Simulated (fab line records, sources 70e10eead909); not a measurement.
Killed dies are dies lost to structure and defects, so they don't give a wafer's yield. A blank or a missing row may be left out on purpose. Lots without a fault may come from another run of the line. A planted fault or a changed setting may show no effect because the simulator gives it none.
Chamber matching | flow nand_harc | NHARC_P_GATE_DESCUM_48 on rie_diel-07: 4 sister chambers
The step chemistry O2, time 3 s. 8 wafers are shown with their chamber, then 8 later ones without.

WAFERS WITH THEIR CHAMBER
wafer  | chamber | showerhead_plenum_p_Torr (Torr) | oes_product_au (a.u.)
L074.4 | 2       | 2.04                            | 0.987
L082.1 | 2       | 2.03                            | 0.986
L083.2 | 0       | 1.89                            | 0.998
L083.3 | 3       | 1.94                            | 0.992
L087.1 | 1       | 2.02                            | 1.003
L087.3 | 3       | 1.94                            | 1.001
L087.5 | 0       | 1.89                            | 1.005
L091.2 | 1       | 2.02                            | 1.006

WAFERS WITHOUT THEIR CHAMBER
wafer  | showerhead_plenum_p_Torr (Torr) | oes_product_au (a.u.)
L091.3 | 2.03                            | 0.989
L091.4 | 1.94                            | 1.001
L093.2 | 2.02                            | 1.004
L093.3 | 2.03                            | 0.994
L093.6 | 1.89                            | 1.006
L097.2 | 1.89                            | 0.989
L097.4 | 2.02                            | 1.008
L097.5 | 2.02                            | 1.003

WHICH CHAMBER EACH WENT THROUGH
wafer  | from the rows above     | in truth
L091.3 | 2                       | 2
L091.4 | 3                       | 3
L093.2 | 1                       | 1
L093.3 | can't be placed: 2 or 1 | 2
L093.6 | 0                       | 0
L097.2 | 0                       | 0
L097.4 | 1                       | 1
L097.5 | 1                       | 1
Placed correctly: 7 of 8. Can't be placed from these rows: 1 (the true chamber is among the candidates in 1). Placed wrongly: 0.
How it was worked out, from the rows above alone: a wafer's distance from a chamber is the root of the sum, over the readings, of the square of ((its reading less the chamber's mean) divided by the reading's scatter). The wafer belongs to the nearest chamber; if the next one is less than 2 further off, it can't be placed. A chamber's mean is the mean of its shown wafers. The scatter: the root of (the sum of the squares of (reading less its chamber's mean) over the shown wafers, divided by (wafers less chambers)).
